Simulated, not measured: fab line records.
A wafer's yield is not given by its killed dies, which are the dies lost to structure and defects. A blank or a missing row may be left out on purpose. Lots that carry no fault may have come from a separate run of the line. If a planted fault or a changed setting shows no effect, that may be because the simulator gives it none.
Matching of chambers	flow n5Finfet	N5_HKMG_FIN_CMP_23 on cmp-01: 4 sister chambers
The step polishes, stops on SiNx, t overpolish 10 s, target thk 46.326 nm. 4 wafers are shown with their chamber, then 9 later ones without.

== WAFERS PAIRED WITH THEIR CHAMBERS ==
wafer	chamber	motorCurrentA (A)
L086.3	1	11.8
L088.2	2	11.2
L088.3	0	13.0
L088.5	3	13.3

== WAFERS WITHOUT THEIR CHAMBER ==
wafer	motorCurrentA (A)
L095.2	13.5
L095.3	13.0
L095.4	10.2
L096.2	12.7
L096.3	10.5
L096.4	12.4
L097.2	13.8
L097.4	10.6
L097.5	14.0

== WHICH CHAMBER EACH WENT THROUGH ==
wafer	from the rows above	in truth
L095.2	can't be placed: 3 or 0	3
L095.3	can't be placed: 0 or 3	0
L095.4	can't be placed: 2 or 1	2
L096.2	can't be placed: 0 or 3 or 1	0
L096.3	can't be placed: 2 or 1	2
L096.4	can't be placed: 0 or 1 or 3 or 2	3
L097.2	can't be placed: 3 or 0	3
L097.4	can't be placed: 2 or 1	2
L097.5	can't be placed: 3 or 0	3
0 of 9 placed correctly. Unplaceable from these rows: 9, with the true chamber sitting among the candidates in 9. Number placed wrongly: 0.
How it was worked out, from the rows above alone: a wafer's distance from a chamber is the root of the sum, over the readings, of the square of ((its reading less the chamber's mean) divided by the reading's scatter). If the next closest chamber is less than 2 further off than the closest, the wafer can't be placed; otherwise it belongs to the closest. For every chamber, the mean is computed from those of its wafers that are shown. The scatter (one wafer shown for each chamber): square how far every hidden wafer sits from the nearest shown wafer, average those squares and take the square root.
